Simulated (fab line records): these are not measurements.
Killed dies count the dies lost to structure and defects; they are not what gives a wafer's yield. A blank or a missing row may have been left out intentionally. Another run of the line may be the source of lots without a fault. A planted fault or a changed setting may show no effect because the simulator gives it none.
fab line records | flow n5_finfet | part 1 of 2: steps 1 to 15 of 23
[record] lots = 5 | wafers = 15 | last_day = 18
route steps=1938 shown BEOL_M0_SAQP@659
lots untouched by any fault: they come from a run of this same line in which no faults occurred
start_h: the number of hours between the record's first day and the start of the first shown wafer of the lot | wait_h: time in hours since the lot's previous step | " same as the row above | L1.1+2: a row that stands for several wafers | - value missing, or start not given | * or withheld: withheld | < > ~ a bound
route shown NAME@n: NAME is a module with steps in the file, n the number in the route of the first one | usual: average and standard deviation across the fault-free wafers | same: alike in all rows | chamber/n: place in a boat | sites: readings site by site | _std_site: their standard deviation | _edge_site: the outer-site mean with the inner-site mean subtracted | radius_mm: for every site, how far away it sits from the centre of the wafer | mask NAME#n: copy n | behind: tool/chamber where the wafer was last shaped | hold: what put the lot on hold/how long, in hours/how the hold closed | device: which transistor (n, p or np) failed to switch | end of line: the route-end tests of the same wafers | a step with no rows: only its recipe | killed: the dies lost at the first sort to structure and to defects; this is not the yield of the wafer | map: shows each die of a wafer: x if killed, . if not, _ if none is there
set.NAME: the setting as run; set.NAME@STEP: as run at that earlier step | model.NAME: the simulator's own value behind a step, which no gauge read
a table for each step, a row for each wafer; lots at some steps of the route
services: the hour from which a tool's chamber was out of use, counted from the record's first day as start_h (under 0 if before that day), plus the number of hours and why
[[steps]]
[step N5_BEOL_M0_SAQP_STRIP_86]
[recipe] chemistry = N2/H2 | power_w = 500 | temp_c = 40 | pressure_mtorr = 50 | rf_frequency_hz = 6e+07 | overash_fraction = 0.3 | bias_power_w = 28 | h2_frac = 0.5 | n2_flow_sccm = 300 | h2_flow_sccm = 300
[usual] drypump_motor_current_A = 5.6/0.42 | oes_product_au = 0.79/0.079 | rf_vpp_V = 121.9/1.5 | showerhead_plenum_p_Torr = 3.34/0.1 | throttle_valve_pct = 19.0/0.35
lot.wafer | tool        | chamber | start_h | wait_h | drypump_motor_current_A | oes_product_au | rf_hours_counter_h | rf_vpp_V | showerhead_plenum_p_Torr | throttle_valve_pct
L076.1    | rie_diel-01 | 2       | 127.58  | 0.4    | 5.1                     | 0.87           | 30                 | 125.6    | 3.44                     | 18.8
L076.2    | "           | 3       | "       | "      | 6.3                     | 0.95           | 13                 | 121.2    | 3.28                     | 18.5
L076.6    | "           | 1       | "       | "      | 6.1                     | 0.73           | -                  | 120.1    | 3.47                     | 19.1
L085.2    | rie_diel-04 | 3       | 176.47  | 0.1    | 5.9                     | 0.71           | 220                | 121.8    | 3.33                     | 19.2
L085.4    | "           | 0       | "       | "      | 5.8                     | 0.71           | 217                | 121.5    | 3.34                     | 19.3
L085.5    | "           | 0       | "       | "      | 5.9                     | 0.72           | -                  | 120.0    | 3.34                     | 19.3
L090.3    | rie_diel-01 | 3       | 203.72  | 0.1    | 6.3                     | 0.90           | 35                 | 121.9    | 3.27                     | 18.6
L090.4    | "           | 3       | "       | "      | 6.4                     | 0.88           | -                  | 120.6    | 3.27                     | 18.6
L090.5    | "           | 1       | "       | "      | 6.2                     | 0.70           | -                  | 122.8    | 3.46                     | 19.1
L092.2    | rie_diel-05 | 3       | 214.98  | 0.2    | 5.0                     | 0.86           | 50                 | 122.0    | 3.27                     | 19.1
L092.4    | "           | 0       | "       | "      | 4.8                     | 0.71           | 203                | 123.6    | 3.49                     | 18.9
L092.5    | "           | 0       | "       | "      | 4.7                     | 0.71           | -                  | 124.4    | 3.49                     | 18.9
L094.1    | rie_diel-04 | 3       | 227.84  | 0.1    | 5.8                     | 0.69           | 236                | 121.4    | 3.32                     | 19.2
L094.4    | "           | 2       | "       | "      | 5.5                     | 0.76           | 142                | 121.0    | 3.22                     | 18.4
L094.5    | "           | 0       | "       | "      | 5.8                     | 0.69           | -                  | 122.0    | 3.33                     | 19.4
[step N5_BEOL_M0_SAQP_STRIP_115]
[recipe] chemistry = post_etch_residue_remover | time_s = 60 | temp_c = 25 | remover_ph = withheld | remover_water_wt_pct = withheld | remover_fluoride_wt_pct = withheld
lot.wafer  | tool         | chamber | start_h | wait_h
L076.1+2+6 | wet_bench-02 | 1,0,7   | 127.65  | -
L085.2+4+5 | wet_bench-02 | 7,2,1   | 176.54  | -
L090.3+4+5 | wet_bench-03 | 5,6,1   | 203.78  | -
L092.2+4+5 | wet_bench-03 | 0,7,4   | 215.05  | -
L094.1+4+5 | wet_bench-03 | 2,6,1   | 227.91  | -
[step N5_BEOL_M0_SAQP_SRD_93]
[recipe] dry = ipa_marangoni | time_s = 30 | temp_c = 23 | rinse_liquid = diw
lot.wafer  | tool         | chamber | start_h | wait_h
L076.1+2+6 | wet_bench-02 | 1,0,7   | 127.67  | 0.0
L085.2+4+5 | wet_bench-02 | 7,2,1   | 176.56  | 0.0
L090.3+4+5 | wet_bench-03 | 5,6,1   | 203.80  | 0.0
L092.2+4+5 | wet_bench-03 | 0,7,4   | 215.07  | 0.0
L094.1+4+5 | wet_bench-03 | 2,6,1   | 227.93  | 0.0
[step N5_BEOL_M0_SAQP_RECESS_114]
[recipe] chemistry = HF/NH3 | target = SiO2 | target_depth_a = 144 | afs_cycles = 3 | temp_c = 30 | sublimation_temp_c = 180 | sublimation_time_s = 60
[usual] drypump_motor_current_A = 6.04/0.25
lot.wafer | tool          | chamber | start_h | wait_h | drypump_motor_current_A
L076.1    | vapor_etch-02 | 0       | 127.72  | 0.0    | 5.83
L076.2    | "             | 1       | "       | "      | 6.23
L076.6    | "             | 0       | "       | "      | 5.82
L085.2    | vapor_etch-02 | 1       | 176.60  | 0.0    | 6.27
L085.4    | "             | 1       | "       | "      | 6.23
L085.5    | "             | 1       | "       | "      | 6.23
L090.3    | vapor_etch-01 | 0       | 203.97  | 0.1    | 6.31
L090.4    | "             | 1       | "       | "      | 5.71
L090.5    | "             | 1       | "       | "      | 5.71
L092.2    | vapor_etch-01 | 1       | 215.11  | 0.0    | 5.72
L092.4    | "             | 1       | "       | "      | 5.71
L092.5    | "             | 1       | "       | "      | 5.72
L094.1    | vapor_etch-01 | 0       | 227.99  | 0.0    | 6.28
L094.4    | "             | 1       | "       | "      | 5.70
L094.5    | "             | 1       | "       | "      | 5.70
[step N5_BEOL_M0_SAQP_SPACER1_ALD_98]
[recipe] material = SiO2 | target_thk_a = 128 | temp_c = 300 | ald_precursor_family = BDEAS | ald_co_reactant = O2-plasma | pulse_time_s = 1 | purge_time_s = 2 | co_reactant_purge_time_s = 2 | ald_cycles = 138 | pressure_torr = 2
[usual] heater_power_w = 483/44 | precursor_pulse_height_rel = 0.999/0.019
lot.wafer | tool       | chamber | start_h | wait_h | heater_power_w | precursor_pulse_height_rel
L076.1    | ald_sin-04 | 1       | 128.15  | 0.3    | 526            | 1.010
L076.2    | "          | 2       | "       | "      | 501            | 0.984
L076.6    | "          | 2       | "       | "      | 505            | 0.996
L085.2    | ald_sin-04 | 0       | 178.04  | 1.3    | 461            | 0.993
L085.4    | "          | 1       | "       | "      | 533            | 1.017
L085.5    | "          | 1       | "       | "      | 526            | 1.013
L090.3    | ald_sin-01 | 1       | 205.11  | 1.0    | 543            | 0.958
L090.4    | "          | 2       | "       | "      | 487            | 1.014
L090.5    | "          | 1       | "       | "      | 544            | 1.043
L092.2    | ald_sin-01 | 2       | 215.50  | 0.3    | 484            | 1.024
L092.4    | "          | 0       | "       | "      | 471            | 0.942
L092.5    | "          | 1       | "       | "      | 535            | 0.989
L094.1    | ald_sin-01 | 2       | 228.38  | 0.3    | 480            | 0.985
L094.4    | "          | 1       | "       | "      | 551            | 1.005
L094.5    | "          | 3       | "       | "      | 436            | 1.017
[step N5_BEOL_M0_SAQP_SPACER1_ETCHBACK_99]
[recipe] chemistry = CHF3/O2 | mode = anisotropic_etchback | target = SiO2 | target_depth_a = 154 | time_s = 7.7 | pressure_mtorr = 30 | source_w = 650 | bias_w = 170 | Ar_flow_sccm = 200 | CHF3_flow_sccm = 50 | O2_flow_sccm = 5 | ion_energy_ev = 200
[usual] bias_w = 170.0/0.49 | drypump_motor_current_A = 5.6/0.49 | oes_product_au = 0.80/0.082 | rf_vpp_V = 520/8.4 | showerhead_plenum_p_Torr = 2.41/0.067 | throttle_valve_pct = 18.97/0.19
lot.wafer | tool        | chamber | start_h | wait_h | bias_w | drypump_motor_current_A | oes_product_au | rf_hours_counter_h | rf_vpp_V | showerhead_plenum_p_Torr | throttle_valve_pct
L076.1    | rie_diel-01 | 2       | 128.63  | 0.3    | 169.3  | 5.1                     | 0.88           | 31                 | 522      | 2.45                     | 18.64
L076.2    | "           | 1       | "       | "      | 169.4  | 6.1                     | 0.74           | 184                | 523      | 2.47                     | 18.73
L076.6    | "           | 1       | "       | "      | 169.0  | 6.1                     | 0.73           | -                  | 523      | 2.47                     | 18.72
L085.2    | rie_diel-04 | 1       | 178.52  | 0.3    | 170.3  | 5.7                     | 0.85           | 56                 | 521      | 2.35                     | 18.88
L085.4    | "           | 3       | "       | "      | 170.3  | 5.9                     | 0.72           | 220                | 528      | 2.40                     | 19.31
L085.5    | "           | 2       | "       | "      | 169.9  | 5.5                     | 0.77           | -                  | 500      | 2.33                     | 18.80
L090.3    | rie_diel-04 | 3       | 205.59  | 0.3    | 170.3  | 5.9                     | 0.71           | 228                | 529      | 2.39                     | 19.33
L090.4    | "           | 2       | "       | "      | 170.7  | 5.5                     | 0.76           | 138                | 498      | 2.33                     | 18.81
L090.5    | "           | 0       | "       | "      | 170.4  | 5.8                     | 0.69           | -                  | 528      | 2.38                     | 19.15
L092.2    | rie_diel-04 | 1       | 215.97  | 0.3    | 170.3  | 5.8                     | 0.85           | 68                 | 521      | 2.34                     | 18.91
L092.4    | "           | 2       | "       | "      | 170.2  | 5.5                     | 0.76           | 141                | 499      | 2.33                     | 18.83
L092.5    | "           | 0       | "       | "      | 169.8  | 5.8                     | 0.70           | -                  | 528      | 2.37                     | 19.15
L094.1    | rie_diel-04 | 3       | 228.91  | 0.3    | 170.3  | 5.9                     | 0.70           | 236                | 528      | 2.39                     | 19.37
L094.4    | "           | 2       | "       | "      | 170.4  | 5.5                     | 0.75           | 143                | 500      | 2.33                     | 18.82
L094.5    | "           | 2       | "       | "      | 169.1  | 5.5                     | 0.75           | -                  | 500      | 2.33                     | 18.84
[step N5_BEOL_M0_SAQP_MANDREL1_REMOVE_100]
[recipe] chemistry = HBr/Cl2/O2 | bt_time_s = 10 | target = a-Si | stop_on = SiNx | endpoint = OES-SiCl | over_etch_frac = 0.85 | icp_w = 600 | bias_w = 30 | HBr_flow_sccm = 150 | Cl2_flow_sccm = 80 | O2_flow_sccm = 5 | pressure_mtorr = 10
[usual] bias_w = 30.01/0.093 | drypump_motor_current_A = 5.8/0.4 | oes_product_au = 0.997/0.016 | throttle_valve_pct = 36.61/0.2
lot.wafer | tool      | chamber | start_h | wait_h | bias_w | drypump_motor_current_A | oes_product_au | rf_hours_counter_h | throttle_valve_pct
L076.1    | rie_si-05 | 1       | 128.72  | 0.1    | 29.92  | 5.5                     | 0.966          | 4                  | 36.67
L076.2    | "         | 3       | "       | "      | 30.13  | 6.3                     | 0.995          | 47                 | 36.77
L076.6    | "         | 2       | "       | "      | 30.05  | 5.7                     | 0.990          | -                  | 36.40
L085.2    | rie_si-05 | 3       | 178.60  | 0.1    | 30.12  | 6.3                     | 1.008          | 47                 | 36.78
L085.4    | "         | 2       | "       | "      | 30.06  | 5.7                     | 0.989          | -                  | 36.39
L085.5    | "         | 3       | "       | "      | 30.04  | 6.3                     | 1.006          | -                  | 36.77
L090.3    | rie_si-04 | 0       | 205.68  | 0.1    | 29.99  | 5.9                     | 1.014          | 8                  | 36.92
L090.4    | "         | 1       | "       | "      | 29.98  | 5.7                     | 0.997          | 74                 | 37.26
L090.5    | "         | 2       | "       | "      | 30.08  | 5.3                     | 0.978          | -                  | 36.73
L092.2    | rie_si-03 | 3       | 216.06  | 0.1    | 30.12  | 5.8                     | 1.003          | 167                | 36.38
L092.4    | "         | 2       | "       | "      | 29.76  | 5.8                     | 1.018          | 57                 | 36.35
L092.5    | "         | 1       | "       | "      | 29.91  | 5.2                     | 0.984          | -                  | 36.75
L094.1    | rie_si-05 | 1       | 228.99  | 0.1    | 29.98  | 5.5                     | 0.973          | 6                  | 36.65
L094.4    | "         | 0       | "       | "      | 30.29  | 6.5                     | 0.994          | 149                | 36.83
L094.5    | "         | 3       | "       | "      | 29.89  | 6.4                     | 0.997          | -                  | 36.76
[step N5_BEOL_M0_SAQP_CD_MEAS_25]
[recipe] target_cd_nm = 13.1 | landing_energy_ev = 1000 | detector = se_inlens
[usual] cd_nm = 12.78/0.24
lot.wafer | tool      | chamber | start_h | wait_h | cd_nm
L076.1    | cd_sem-02 | 0       | 128.83  | 0.1    | 12.93
L076.2    | "         | 0       | "       | "      | 12.89
L076.6    | "         | 0       | "       | "      | 12.67
L085.2    | cd_sem-02 | 0       | 178.71  | 0.1    | 13.07
L085.4    | "         | 0       | "       | "      | 12.70
L085.5    | "         | 0       | "       | "      | 12.59
L090.3    | cd_sem-03 | 0       | 205.79  | 0.1    | 12.40
L090.4    | "         | 0       | "       | "      | 12.95
L090.5    | "         | 0       | "       | "      | 12.77
L092.2    | cd_sem-01 | 0       | 216.17  | 0.1    | 12.72
L092.4    | "         | 0       | "       | "      | 12.79
L092.5    | "         | 0       | "       | "      | 12.79
L094.1    | cd_sem-02 | 0       | 229.10  | 0.1    | 12.76
L094.4    | "         | 0       | "       | "      | 12.86
L094.5    | "         | 0       | "       | "      | 12.82
[step N5_BEOL_M0_SAQP_ETCH_101]
[recipe] chemistry = CH3F/O2 | target = SiNx | mask_material = SiO2 | target_depth_a = 299 | time_s = 42.7 | pressure_mtorr = 30 | source_w = 395 | bias_w = 73 | Ar_flow_sccm = 150 | CH3F_flow_sccm = 30 | O2_flow_sccm = 20 | ion_energy_ev = 120
[usual] bias_w = 72.96/0.24 | drypump_motor_current_A = 5.7/0.44 | oes_product_au = 0.79/0.079 | rf_vpp_V = 296/5.5 | showerhead_plenum_p_Torr = 1.99/0.056 | throttle_valve_pct = 16.43/0.21
lot.wafer | tool        | chamber | start_h | wait_h | bias_w | drypump_motor_current_A | oes_product_au | rf_hours_counter_h | rf_vpp_V | showerhead_plenum_p_Torr | throttle_valve_pct
L076.1    | rie_diel-05 | 0       | 128.87  | 0.0    | 72.95  | 4.7                     | 0.72           | 178                | 296      | 2.07                     | 16.52
L076.2    | "           | 1       | "       | "      | 72.91  | 5.9                     | 0.91           | 36                 | 296      | 2.13                     | 16.48
L076.6    | "           | 3       | "       | "      | 72.59  | 5.0                     | 0.90           | -                  | 292      | 1.96                     | 16.17
L085.2    | rie_diel-01 | 1       | 178.75  | 0.0    | 72.84  | 6.1                     | 0.73           | 200                | 297      | 2.05                     | 16.28
L085.4    | "           | 0       | "       | "      | 73.09  | 6.1                     | 0.71           | 244                | 311      | 2.06                     | 16.85
L085.5    | "           | 2       | "       | "      | 73.31  | 5.1                     | 0.87           | -                  | 295      | 2.03                     | 16.12
L090.3    | rie_diel-01 | 1       | 205.83  | 0.0    | 73.03  | 6.1                     | 0.72           | 209                | 298      | 2.05                     | 16.30
L090.4    | "           | 3       | "       | "      | 72.84  | 6.3                     | 0.89           | -                  | 294      | 1.97                     | 16.39
L090.5    | "           | 1       | "       | "      | 73.28  | 6.1                     | 0.71           | -                  | 297      | 2.05                     | 16.30
L092.2    | rie_diel-04 | 2       | 216.21  | 0.0    | 72.92  | 5.5                     | 0.75           | 141                | 283      | 1.93                     | 16.27
L092.4    | "           | 1       | "       | "      | 73.03  | 5.7                     | 0.83           | 68                 | 296      | 1.94                     | 16.34
L092.5    | "           | 1       | "       | "      | 73.11  | 5.7                     | 0.84           | -                  | 295      | 1.94                     | 16.36
L094.1    | rie_diel-05 | 2       | 229.21  | 0.1    | 73.06  | 5.5                     | 0.76           | 152                | 292      | 1.93                     | 16.49
L094.4    | "           | 1       | "       | "      | 73.09  | 5.9                     | 0.86           | 65                 | 296      | 2.12                     | 16.52
L094.5    | "           | 2       | "       | "      | 73.11  | 5.5                     | 0.77           | -                  | 292      | 1.93                     | 16.51
[step N5_BEOL_M0_SAQP_ETCH_102]
[recipe] chemistry = CF4 | target = SiO2 | target_depth_a = 40 | ion_energy_ev = 350 | time_s = 4.4 | pressure_mtorr = 10 | icp_w = 800 | bias_w = 400 | cf4_flow_sccm = 80
[usual] bias_w = 399.8/1.2 | drypump_motor_current_A = 5.7/0.34 | oes_product_au = 1.000/0.022 | throttle_valve_pct = 21.81/0.18
lot.wafer | tool      | chamber | start_h | wait_h | bias_w | drypump_motor_current_A | oes_product_au | rf_hours_counter_h | throttle_valve_pct
L076.1    | rie_si-04 | 1       | 128.98  | 0.1    | 398.8  | 5.8                     | 1.001          | 73                 | 22.08
L076.2    | "         | 3       | "       | "      | 398.1  | 5.8                     | 1.037          | 124                | 21.69
L076.6    | "         | 1       | "       | "      | 399.1  | 5.7                     | 0.990          | -                  | 22.09
L085.2    | rie_si-04 | 1       | 178.86  | 0.1    | 401.8  | 5.7                     | 0.992          | 74                 | 22.08
L085.4    | "         | 2       | "       | "      | 398.3  | 5.3                     | 0.967          | 164                | 21.90
L085.5    | "         | 2       | "       | "      | 399.9  | 5.3                     | 0.965          | -                  | 21.88
L090.3    | rie_si-03 | 1       | 205.93  | 0.1    | 399.2  | 5.2                     | 0.968          | 9                  | 21.70
L090.4    | "         | 3       | "       | "      | 399.2  | 5.8                     | 1.007          | 167                | 21.66
L090.5    | "         | 0       | "       | "      | 398.1  | 6.4                     | 0.999          | -                  | 21.62
L092.2    | rie_si-04 | 2       | 216.31  | 0.1    | 401.0  | 5.3                     | 0.984          | 165                | 21.92
L092.4    | "         | 1       | "       | "      | 399.0  | 5.7                     | 0.997          | 75                 | 22.06
L092.5    | "         | 2       | "       | "      | 400.2  | 5.3                     | 0.965          | -                  | 21.90
L094.1    | rie_si-04 | 0       | 229.31  | 0.1    | 400.5  | 6.0                     | 1.002          | 8                  | 22.03
L094.4    | "         | 2       | "       | "      | 401.5  | 5.3                     | 0.977          | 165                | 21.89
L094.5    | "         | 0       | "       | "      | 399.5  | 6.0                     | 1.008          | -                  | 22.04
[step N5_BEOL_M0_SAQP_MANDREL_ETCH_103]
[recipe] chemistry = HBr/Cl2 | target = a-Si | target_depth_a = 450 | bt_time_s = 10 | stop_on = SiCN | mask_material = SiO2 | over_etch_frac = 0.8 | time_s = 27 | pressure_mtorr = 10 | icp_w = 800 | bias_w = 75 | HBr_flow_sccm = 150 | Cl2_flow_sccm = 80 | ends = end_point
[usual] bias_w = 75.00/0.21 | drypump_motor_current_A = 5.8/0.34 | oes_product_au = 0.684/0.013 | throttle_valve_pct = 35.46/0.27
lot.wafer | tool      | chamber | start_h | wait_h | bias_w | drypump_motor_current_A | oes_product_au | rf_hours_counter_h | throttle_valve_pct
L076.1    | rie_si-04 | 1       | 129.01  | 0.0    | 75.18  | 5.7                     | 0.690          | 73                 | 35.98
L076.2    | "         | 3       | "       | "      | 74.97  | 5.7                     | 0.695          | 124                | 35.36
L076.6    | "         | 1       | "       | "      | 75.43  | 5.7                     | 0.691          | -                  | 35.95
L085.2    | rie_si-04 | 1       | 178.89  | 0.0    | 75.05  | 5.8                     | 0.693          | 74                 | 35.98
L085.4    | "         | 2       | "       | "      | 74.92  | 5.3                     | 0.659          | 164                | 35.44
L085.5    | "         | 2       | "       | "      | 74.90  | 5.3                     | 0.660          | -                  | 35.42
L090.3    | rie_si-03 | 1       | 205.96  | 0.0    | 74.88  | 5.3                     | 0.678          | 9                  | 35.48
L090.4    | "         | 3       | "       | "      | 75.29  | 5.8                     | 0.699          | 167                | 35.11
L090.5    | "         | 0       | "       | "      | 74.96  | 6.4                     | 0.691          | -                  | 35.20
L092.2    | rie_si-04 | 2       | 216.35  | 0.0    | 74.72  | 5.3                     | 0.665          | 165                | 35.46
L092.4    | "         | 1       | "       | "      | 74.64  | 5.7                     | 0.687          | 75                 | 35.97
L092.5    | "         | 2       | "       | "      | 75.06  | 5.3                     | 0.665          | -                  | 35.44
L094.1    | rie_si-04 | 0       | 229.34  | 0.0    | 75.00  | 6.0                     | 0.673          | 8                  | 35.70
L094.4    | "         | 2       | "       | "      | 75.35  | 5.3                     | 0.666          | 165                | 35.45
L094.5    | "         | 0       | "       | "      | 74.93  | 6.0                     | 0.676          | -                  | 35.67
[step N5_BEOL_M0_SAQP_RECESS_104]
[recipe] chemistry = HF/NH3 | target = SiO2 | target_depth_a = 180 | afs_cycles = 3 | temp_c = 30 | sublimation_temp_c = 180 | sublimation_time_s = 60
[usual] drypump_motor_current_A = 6.06/0.25
lot.wafer | tool          | chamber | start_h | wait_h | drypump_motor_current_A
L076.1    | vapor_etch-01 | 0       | 129.09  | 0.1    | 6.27
L076.2    | "             | 0       | "       | "      | 6.28
L076.6    | "             | 0       | "       | "      | 6.27
L085.2    | vapor_etch-01 | 0       | 178.97  | 0.1    | 6.28
L085.4    | "             | 1       | "       | "      | 5.74
L085.5    | "             | 1       | "       | "      | 5.72
L090.3    | vapor_etch-01 | 1       | 206.16  | 0.2    | 5.72
L090.4    | "             | 0       | "       | "      | 6.27
L090.5    | "             | 0       | "       | "      | 6.28
L092.2    | vapor_etch-02 | 1       | 216.43  | 0.1    | 6.25
L092.4    | "             | 1       | "       | "      | 6.27
L092.5    | "             | 0       | "       | "      | 5.83
L094.1    | vapor_etch-01 | 0       | 229.42  | 0.1    | 6.29
L094.4    | "             | 0       | "       | "      | 6.29
L094.5    | "             | 0       | "       | "      | 6.29
[step N5_BEOL_M0_SAQP_COAT_105]
[recipe] resist = SOC | temp_c = 250 | time_s = 60 | spin_rpm = 1500 | resist_thk_nm = 100
[usual] spin_speed_rpm = 1500.0/0.99
lot.wafer | tool           | chamber | start_h | wait_h | spin_speed_rpm
L076.1    | litho_track-02 | 0       | 129.84  | 0.6    | 1498.9
L076.2    | "              | 0       | "       | "      | 1499.4
L076.6    | "              | 0       | "       | "      | 1498.8
L085.2    | litho_track-01 | 0       | 179.36  | 0.3    | 1499.9
L085.4    | "              | 0       | "       | "      | 1499.7
L085.5    | "              | 0       | "       | "      | 1500.0
L090.3    | litho_track-01 | 0       | 206.44  | 0.2    | 1500.5
L090.4    | "              | 0       | "       | "      | 1499.2
L090.5    | "              | 0       | "       | "      | 1500.0
L092.2    | litho_track-02 | 0       | 216.82  | 0.3    | 1498.9
L092.4    | "              | 0       | "       | "      | 1499.5
L092.5    | "              | 0       | "       | "      | 1499.5
L094.1    | litho_track-02 | 0       | 229.81  | 0.3    | 1500.7
L094.4    | "              | 0       | "       | "      | 1500.4
L094.5    | "              | 0       | "       | "      | 1498.8
[step N5_BEOL_M0_SAQP_ETCH_106]
[recipe] chemistry = N2/H2 | target = SOC | target_depth_a = 1500 | stop_on = SiNx | ion_energy_ev = 100 | bias_w = 61 | pressure_mtorr = 30 | source_w = 850 | n2_flow_sccm = 200 | h2_flow_sccm = 200
[usual] bias_w = 61.01/0.18 | drypump_motor_current_A = 5.5/0.43 | oes_product_au = 0.78/0.073 | rf_vpp_V = 240.7/1.4 | showerhead_plenum_p_Torr = 2.54/0.098 | throttle_valve_pct = 17.90/0.24
lot.wafer | tool        | chamber | start_h | wait_h | bias_w | drypump_motor_current_A | oes_product_au | rf_hours_counter_h | rf_vpp_V | showerhead_plenum_p_Torr | throttle_valve_pct
L076.1    | rie_diel-05 | 1       | 129.90  | -      | 61.05  | 5.9                     | 0.89           | 36                 | 242.7    | 2.70                     | 18.05
L076.2    | "           | 2       | "       | "      | 60.74  | 5.5                     | 0.77           | 125                | 240.2    | 2.43                     | 17.63
L076.6    | "           | 1       | "       | "      | 60.99  | 5.9                     | 0.89           | -                  | 241.9    | 2.70                     | 18.05
L085.2    | rie_diel-04 | 2       | 179.42  | -      | 61.40  | 5.5                     | 0.76           | 130                | 240.5    | 2.44                     | 17.52
L085.4    | "           | 1       | "       | "      | 60.94  | 5.7                     | 0.84           | 56                 | 239.5    | 2.48                     | 17.85
L085.5    | "           | 3       | "       | "      | 61.11  | 5.9                     | 0.70           | -                  | 240.0    | 2.52                     | 18.19
L090.3    | rie_diel-04 | 2       | 206.49  | -      | 60.85  | 5.5                     | 0.75           | 138                | 239.5    | 2.43                     | 17.53
L090.4    | "           | 0       | "       | "      | 61.08  | 5.8                     | 0.68           | 225                | 241.4    | 2.52                     | 18.16
L090.5    | "           | 2       | "       | "      | 60.78  | 5.5                     | 0.76           | -                  | 238.9    | 2.43                     | 17.54
L092.2    | rie_diel-04 | 1       | 216.88  | -      | 61.18  | 5.8                     | 0.84           | 68                 | 239.0    | 2.47                     | 17.90
L092.4    | "           | 0       | "       | "      | 61.22  | 5.8                     | 0.69           | 229                | 241.5    | 2.52                     | 18.19
L092.5    | "           | 2       | "       | "      | 60.71  | 5.5                     | 0.75           | -                  | 240.4    | 2.43                     | 17.54
L094.1    | rie_diel-05 | 0       | 229.87  | -      | 61.34  | 4.7                     | 0.69           | 208                | 242.7    | 2.65                     | 18.10
L094.4    | "           | 2       | "       | "      | 60.97  | 5.5                     | 0.75           | 153                | 239.8    | 2.42                     | 17.70
L094.5    | "           | 0       | "       | "      | 61.20  | 4.7                     | 0.69           | -                  | 243.5    | 2.65                     | 18.07
[step N5_BEOL_M0_SAQP_ETCH_107]
[recipe] chemistry = CH3F/O2 | target = SiNx | target_depth_a = 300 | mask_material = SOC | pressure_mtorr = 30 | source_w = 395 | bias_w = 73 | Ar_flow_sccm = 150 | CH3F_flow_sccm = 30 | O2_flow_sccm = 20 | ion_energy_ev = 120
[usual] bias_w = 73.00/0.21 | drypump_motor_current_A = 5.5/0.43 | oes_product_au = 0.79/0.075 | rf_vpp_V = 294/5 | showerhead_plenum_p_Torr = 2.00/0.068 | throttle_valve_pct = 16.46/0.19
lot.wafer | tool        | chamber | start_h | wait_h | bias_w | drypump_motor_current_A | oes_product_au | rf_hours_counter_h | rf_vpp_V | showerhead_plenum_p_Torr | throttle_valve_pct
L076.1    | rie_diel-05 | 1       | 129.96  | 0.0    | 73.02  | 5.9                     | 0.91           | 36                 | 298      | 2.13                     | 16.47
L076.2    | "           | 2       | "       | "      | 73.17  | 5.5                     | 0.79           | 125                | 291      | 1.94                     | 16.45
L076.6    | "           | 1       | "       | "      | 73.17  | 5.9                     | 0.91           | -                  | 298      | 2.13                     | 16.48
L085.2    | rie_diel-04 | 2       | 179.48  | 0.0    | 73.26  | 5.5                     | 0.77           | 130                | 282      | 1.93                     | 16.24
L085.4    | "           | 1       | "       | "      | 73.10  | 5.7                     | 0.86           | 56                 | 296      | 1.95                     | 16.32
L085.5    | "           | 3       | "       | "      | 73.04  | 5.9                     | 0.72           | -                  | 301      | 1.99                     | 16.82
L090.3    | rie_diel-04 | 2       | 206.55  | 0.0    | 72.93  | 5.5                     | 0.75           | 138                | 282      | 1.93                     | 16.27
L090.4    | "           | 0       | "       | "      | 73.41  | 5.8                     | 0.69           | 225                | 301      | 1.97                     | 16.63
L090.5    | "           | 2       | "       | "      | 72.61  | 5.5                     | 0.76           | -                  | 283      | 1.93                     | 16.26
L092.2    | rie_diel-04 | 1       | 216.94  | 0.0    | 73.01  | 5.7                     | 0.83           | 68                 | 295      | 1.94                     | 16.34
L092.4    | "           | 0       | "       | "      | 73.30  | 5.8                     | 0.69           | 229                | 299      | 1.97                     | 16.63
L092.5    | "           | 2       | "       | "      | 73.06  | 5.5                     | 0.76           | -                  | 284      | 1.92                     | 16.27
L094.1    | rie_diel-05 | 0       | 229.93  | 0.0    | 72.95  | 4.7                     | 0.71           | 208                | 295      | 2.06                     | 16.57
L094.4    | "           | 2       | "       | "      | 73.27  | 5.5                     | 0.77           | 153                | 293      | 1.93                     | 16.48
L094.5    | "           | 0       | "       | "      | 73.00  | 4.7                     | 0.71           | -                  | 295      | 2.06                     | 16.56
